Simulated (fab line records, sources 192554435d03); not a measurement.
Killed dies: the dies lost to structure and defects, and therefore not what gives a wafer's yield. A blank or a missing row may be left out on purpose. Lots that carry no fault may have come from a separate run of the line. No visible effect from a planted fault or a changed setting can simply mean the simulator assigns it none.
fab line records | flow n5Finfet
record lots=7 | wafers=39
route steps=1938 shown BEOL_M14@1762 PASSIVATION@1915
startH: the number of hours between the record's first day and the start of the first shown wafer of the lot | waitH: how many hours have passed since the lot's step before this one | " the same as in the row above | L1.1+2: one row covering several wafers at once | - no value, or no start given | * or withheld: withheld | < > ~ a bound
route shown NAME@n: names a module that has steps shown in the file, with the first one's number in the route | usual: mean/standard deviation of fault-free wafers | same: alike in all rows | chamber/n: place in a boat | sites: readings site by site | _std_site: the standard deviation of these | _edge_site: outer sites' mean less inner sites' | radiusMm: for every site, how far away it sits from the centre of the wafer | mask NAME#n: copy n | behind: tool/chamber where the wafer was last shaped | hold: why the lot went on hold/how many hours it stayed there/how the hold came to an end | device: the transistor (n, p or np) that didn't switch | end of line: the route-end tests of the same wafers | where a step has no rows: the recipe by itself | killed: dies that structure and defects cost at the first sort, which is not the same as the wafer's yield | map: per-die view of a wafer (x killed, . not killed, _ where there is no die)
set.NAME: setting as actually run; set.NAME@STEP: the setting as run at that earlier step | model.NAME: the simulator's own value behind a step, which no gauge read
lots whose settings were changed on purpose; a table a step, a row a wafer
## steps
# step N5_BEOL_M14_SPUTTER_43
# recipe material=TaN | targetThkA=150 | tempC=50 | biasV=168.6 | powerW=15000 | chamberPressurePa=0.12 | timeS=24.19
lot.wafer  | tool          | chamber | startH | waitH | set.targetThkA | model.TaN_of_BEOL_M14_SPUTTER_43.thkNm
L082.1+2   | pvdSputter-01 | -       | 314.13 | 0.0   | 150            | 15
L082.3     | "             | -       | "      | "     | 150            | 14.8
L082.4+6   | "             | -       | "      | "     | 178.7          | 18
L082.5     | "             | -       | "      | "     | 178.7          | 17.8
L081.1+3+5 | pvdSputter-02 | -       | 323.36 | 0.0   | 150            | 15
L081.2+4+6 | "             | -       | "      | "     | 150            | 15.2
L093.1     | pvdSputter-01 | -       | 400.72 | 0.0   | 150            | 14.8
L093.2     | "             | -       | "      | "     | 150            | 15
L093.3+4+5 | "             | -       | "      | "     | 125.3          | 12.4
L093.6     | "             | -       | "      | "     | 150            | 14.6
L094.1     | pvdSputter-01 | -       | 427.92 | 0.0   | 150            | 14.8
L094.2+5   | "             | -       | "      | "     | 150            | 15
L094.3     | "             | -       | "      | "     | 232.4          | 23.2
L094.4+6   | "             | -       | "      | "     | 232.4          | 23.4
L095.1+4   | pvdSputter-03 | -       | 428.28 | 0.0   | 150            | 15
L095.2     | "             | -       | "      | "     | 150            | 15.2
L095.3+5   | "             | -       | "      | "     | 213.8          | 21.6
L095.6     | "             | -       | "      | "     | 213.8          | 21.4
L096.1+3+5 | pvdSputter-01 | -       | 431.02 | 0.0   | 150            | 15
L097.1     | pvdSputter-03 | -       | 431.28 | 0.0   | 61.53          | 5.8
L097.2+3   | "             | -       | "      | "     | 61.53          | 6
L097.4     | "             | -       | "      | "     | 150            | 14.8
L097.5     | "             | -       | "      | "     | 150            | 14.6
L097.6     | "             | -       | "      | "     | 150            | 15
# step N5_BEOL_M14_SPUTTER_44
# recipe material=Ta | targetThkA=150 | tempC=50 | biasV=80 | powerW=15000 | chamberPressurePa=0.07 | timeS=24.19
# step N5_BEOL_M14_SPUTTER_45
# recipe material=Cu | targetThkA=1000 | tempC=-20 | biasV=60 | powerW=26000 | chamberPressurePa=0.13 | timeS=16.67
# step N5_BEOL_M14_ECD_47
# recipe material=Cu | targetThkA=12480
# step N5_BEOL_M14_ANNEAL_48
# recipe tempC=225 | timeS=90 | ambient=N2
# step N5_BEOL_M14_CMP_49
# recipe stopOn=SiO2 | tOverpolishS=5.2 | downForcePsi=2 | platenRpm=80 | clearingPlatenDownForcePsi=2 | clearingPlatenRpm=80 | postCmpClean=cuAlkaline | targetThkNm=560 | clearingPlatenPadVelocityMS=1.5917 | padVelocityMS=1.5917
# usual barrierFieldEndpointS=11.37/0.26
lot.wafer | tool   | chamber | startH | waitH | set.targetThkA@BEOL_M14_SPUTTER_43 | barrierFieldEndpointS
L082.3    | cmp-04 | 2       | 314.89 | 0.2   | 150                                | 11.70
L082.4    | "      | 3       | "      | "     | 178.7                              | 12.98
L082.2    | "      | 0       | "      | "     | 150                                | 11.80
L082.1    | "      | 1       | "      | "     | 150                                | 11.39
L082.5    | "      | 2       | "      | "     | 178.7                              | 12.85
L082.6    | "      | 3       | "      | "     | 178.7                              | 12.88
L081.2    | cmp-02 | 1       | 324.55 | 0.2   | 150                                | 11.08
L081.4    | "      | 2       | "      | "     | 150                                | 11.28
L081.1    | "      | 3       | "      | "     | 150                                | 11.33
L081.3    | "      | 0       | "      | "     | 150                                | 11.41
L081.6    | "      | 1       | "      | "     | 150                                | 11.33
L081.5    | "      | 2       | "      | "     | 150                                | 11.17
L093.4    | cmp-01 | 0       | 401.48 | 0.1   | 125.3                              | 10.09
L093.1    | "      | 1       | "      | "     | 150                                | 11.18
L093.3    | "      | 2       | "      | "     | 125.3                              | 10.05
L093.2    | "      | 3       | "      | "     | 150                                | 11.31
L093.6    | "      | 0       | "      | "     | 150                                | 11.28
L093.5    | "      | 1       | "      | "     | 125.3                              | 10.34
L094.4    | cmp-02 | 1       | 428.78 | 0.1   | 232.4                              | 14.24
L094.1    | "      | 2       | "      | "     | 150                                | 10.83
L094.3    | "      | 3       | "      | "     | 232.4                              | 14.38
L094.2    | "      | 0       | "      | "     | 150                                | 11.01
L094.6    | "      | 1       | "      | "     | 232.4                              | 14.51
L094.5    | "      | 2       | "      | "     | 150                                | 10.80
L095.1    | cmp-02 | 0       | 429.54 | 0.3   | 150                                | 11.28
L095.2    | "      | 1       | "      | "     | 150                                | 11.35
L095.3    | "      | 2       | "      | "     | 213.8                              | 13.66
L095.4    | "      | 3       | "      | "     | 150                                | 11.45
L095.6    | "      | 0       | "      | "     | 213.8                              | 14.18
L095.5    | "      | 1       | "      | "     | 213.8                              | 13.82
L096.1    | cmp-02 | 3       | 431.87 | 0.3   | 150                                | 11.05
L096.3    | "      | 0       | "      | "     | 150                                | 11.35
L096.5    | "      | 1       | "      | "     | 150                                | 11.17
L097.2    | cmp-04 | 2       | 432.04 | 0.2   | 61.53                              | 7.75
L097.3    | "      | 3       | "      | "     | 61.53                              | 8.06
L097.4    | "      | 0       | "      | "     | 150                                | 11.24
L097.1    | "      | 1       | "      | "     | 61.53                              | 7.68
L097.5    | "      | 2       | "      | "     | 150                                | 11.00
L097.6    | "      | 3       | "      | "     | 150                                | 11.24
# step N5_PASSIVATION_PECVD_53
# recipe material=SiO2 | targetThkA=8000 | tempC=400 | precursor=TEOS/O2 | pressureTorr=6.5 | rfW=withheld | teosFlowSccm=withheld | gas=O2 | flowSccm=2650 | timeS=169.4
lot.wafer | tool     | chamber | startH | waitH | set.timeS | model.SiO2_of_PASSIVATION_PECVD_53.thkNm
L082.1    | pecvd-03 | 0       | 334.52 | 0.0   | 262.6     | 1223
L082.2    | "        | 1       | "      | "     | 169.4     | 822.6
L082.3    | "        | 2       | "      | "     | 262.6     | 1237
L082.4    | "        | 1       | "      | "     | 169.4     | 832.2
L082.5    | "        | 0       | "      | "     | 262.6     | 1256
L082.6    | "        | 2       | "      | "     | 169.4     | 806.8
L081.1    | pecvd-03 | 1       | 345.49 | 0.0   | 169.4     | 808.8
L081.2    | "        | 2       | "      | "     | 169.4     | 788.6
L081.3    | "        | 0       | "      | "     | 169.4     | 786.4
L081.4    | "        | 1       | "      | "     | 169.4     | 820.8
L081.5    | "        | 2       | "      | "     | 169.4     | 812.2
L081.6    | "        | 0       | "      | "     | 169.4     | 802.8
L093.1    | pecvd-01 | 2       | 416.95 | 0.0   | 208.5     | 996.6
L093.2    | "        | 0       | "      | "     | 208.5     | 977.8
L093.3    | "        | 1       | "      | "     | 169.4     | 809.6
L093.4    | "        | 2       | "      | "     | 169.4     | 826.6
L093.5    | "        | 0       | "      | "     | 208.5     | 1000
L093.6    | "        | 1       | "      | "     | 169.4     | 822.8
L094.1    | pecvd-02 | 2       | 445.14 | 0.0   | 169.4     | 792
L094.2    | "        | 0       | "      | "     | 210.5     | 988.4
L094.3    | "        | 1       | "      | "     | 210.5     | 985.4
L094.4    | "        | 1       | "      | "     | 169.4     | 803
L094.5    | "        | 2       | "      | "     | 169.4     | 807.6
L094.6    | "        | 0       | "      | "     | 210.5     | 987.8
L095.1    | pecvd-01 | 2       | 449.45 | 0.0   | 169.4     | 798
L095.2    | "        | 1       | "      | "     | 169.4     | 789.2
L095.3    | "        | 0       | "      | "     | 204.5     | 946.6
L095.4    | "        | 0       | "      | "     | 204.5     | 960.4
L095.5    | "        | 2       | "      | "     | 204.5     | 962.4
L095.6    | "        | 1       | "      | "     | 169.4     | 807.4
L096.1    | pecvd-03 | 0       | 453.58 | 0.0   | 169.4     | 795.4
L096.3    | "        | 1       | "      | "     | 169.4     | 804.2
L096.5    | "        | 2       | "      | "     | 169.4     | 790.8
L097.1    | pecvd-02 | 0       | 454.25 | 0.0   | 169.4     | 783
L097.2    | "        | 2       | "      | "     | 169.4     | 794.4
L097.3    | "        | 1       | "      | "     | 107       | 498.8
L097.4    | "        | 1       | "      | "     | 169.4     | 798.4
L097.5    | "        | 2       | "      | "     | 107       | 513.6
L097.6    | "        | 0       | "      | "     | 107       | 506.4
## key
split step=N5_BEOL_M14_SPUTTER_43 | setting=targetThkA | stated=150 | by=wafer
response step=N5_BEOL_M14_SPUTTER_43 | reading=model.TaN_of_BEOL_M14_SPUTTER_43.thkNm | change=+0.152 | per=1% | r=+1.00
response step=N5_BEOL_M14_CMP_49 | reading=barrierFieldEndpointS | change=+0.0602 | per=1% | r=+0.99
split step=N5_PASSIVATION_PECVD_53 | setting=timeS | stated=169.4 | by=wafer
response step=N5_PASSIVATION_PECVD_53 | reading=model.SiO2_of_PASSIVATION_PECVD_53.thkNm | change=+7.63 | per=1% | r=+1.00
